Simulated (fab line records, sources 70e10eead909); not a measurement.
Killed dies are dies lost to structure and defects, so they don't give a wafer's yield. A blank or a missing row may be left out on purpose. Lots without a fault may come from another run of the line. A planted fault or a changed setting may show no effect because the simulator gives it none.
Which tool did it? | flow nand_harc | 14 lots, 42 wafers sampled, at 3 steps of a route of 1159

WHAT THE GAUGES READ, wafer by wafer
NHARC_P_ZERO_WELL_CD_MEAS_24: target cd 720 nm.
lot  | measured    | on        | cd_nm (nm)
L550 | day 2 08:20 | cd_sem-01 | 723.0 721.4 720.0
L551 | day 2 14:28 | cd_sem-02 | 722.4 714.3 719.1
L552 | day 2 20:36 | cd_sem-03 | 719.1 722.6 723.0
L553 | day 3 02:28 | cd_sem-01 | 719.8 717.4 721.5
L554 | day 3 08:19 | cd_sem-03 | 714.9 723.3 721.9
L555 | day 3 14:29 | cd_sem-01 | 722.7 724.1 721.3
L556 | day 3 20:46 | cd_sem-03 | 720.7 722.6 723.3
L557 | day 4 03:04 | cd_sem-01 | 717.8 723.6 720.7
L560 | day 4 21:46 | cd_sem-01 | 715.3 714.8 717.3
L561 | day 5 02:56 | cd_sem-01 | 721.0 720.4 722.8
L566 | day 6 08:35 | cd_sem-03 | 725.5 722.5 722.6
L567 | day 6 14:37 | cd_sem-01 | 720.6 720.8 720.5
L568 | day 6 20:28 | cd_sem-03 | 720.5 722.6 720.5
L570 | day 7 08:42 | cd_sem-02 | 722.0 720.9 723.7

NHARC_P_STI_OVL_MEAS_10.
lot  | measured    | on         | overlay_x_nm (nm) | overlay_y_nm (nm)
L550 | day 3 05:29 | overlay-01 | -2 -2 -2          | 6 6 6
L551 | day 3 11:37 | overlay-01 | 8 8 8             | 2 2 2
L552 | day 3 18:56 | overlay-02 | 7 7 7             | -4 -3 -4
L553 | day 4 01:02 | overlay-02 | 3 4 4             | -8 -8 -9
L554 | day 4 09:27 | overlay-01 | -4 -4 -4          | 2 1 1
L555 | day 4 09:37 | overlay-02 | -10 -11 -11       | 4 4 4
L556 | day 4 17:14 | overlay-02 | 8 9 8             | 5 5 4
L557 | day 5 01:22 | overlay-01 | -5 -5 -5          | -8 -7 -7
L560 | day 5 16:59 | overlay-02 | 13 13 13          | 5 5 4
L561 | day 5 23:14 | overlay-02 | -5 -5 -6          | -8 -7 -8
L566 | day 7 05:03 | overlay-02 | 2 1 2             | -7 -7 -6
L567 | day 7 10:55 | overlay-02 | -3 -3 -2          | 6 6 6
L568 | day 7 18:16 | overlay-01 | -14 -14 -13       | 3 4 4
L570 | day 8 02:32 | overlay-01 | -5 -6 -5          | -3 -2 -3

WHICH TOOL RAN EACH LOT (tool, then ch and the chambers of the sampled wafers, then the start)
lot  | NHARC_P_ZERO_WELL_PECVD_02
L550 | pecvd-04 ch 0,1, day 2 06:29
L551 | pecvd-02 ch 1,2, day 2 12:31
L552 | pecvd-02 ch 0,1,2, day 2 18:26
L553 | pecvd-02 ch 0,1,2, day 3 00:28
L554 | pecvd-01 ch 0,1,2, day 3 06:31
L555 | pecvd-04 ch 0,1, day 3 12:29
L556 | pecvd-02 ch 0,1,2, day 3 18:40
L557 | pecvd-04 ch 0,1, day 4 00:26
L560 | pecvd-04 ch 0,2, day 4 18:35
L561 | pecvd-01 ch 2, day 5 00:27
L566 | pecvd-02 ch 0,1,2, day 6 06:32
L567 | pecvd-04 ch 0,2, day 6 12:27
L568 | pecvd-02 ch 0,1,2, day 6 18:26
L570 | pecvd-01 ch 0,1, day 7 06:30
- NHARC_P_ZERO_WELL_PECVD_02: deposits SiO2, target thk 10 nm.

WHAT THE TOOLS THEMSELVES READ (means of the sampled wafers that have a number; where no wafer has one, the mark that the record gives instead)
The record holds no such reading with a usual standard deviation.

THE ANSWER, worked out from the rows above alone
Rule: what is usual is taken from the lots themselves. Put in order of their means at a reading, lots are off if they are a third of the lots or fewer, leave a main group of 4 or more, and stand apart from it by a gap of 3 or more times the standard deviation of the main group's means; of several such gaps the widest counts. A main group whose means are all the same, to the digits that the tables above print for the reading, isn't used. A lot without any number at a reading at which 4 lots or more have one is off too. The other lots that the step has rows for count as sound. The gauges are gone through in route order, then the tools' own readings, and for those a lot's mean is taken as printed above. The first step at which some lot is off is used, and at that step the reading that is off furthest; a lot without a number counts as furthest.
No lot is off at any reading shown: from this, nothing can be told.

WHAT THE SIMULATOR HAD PUT IN
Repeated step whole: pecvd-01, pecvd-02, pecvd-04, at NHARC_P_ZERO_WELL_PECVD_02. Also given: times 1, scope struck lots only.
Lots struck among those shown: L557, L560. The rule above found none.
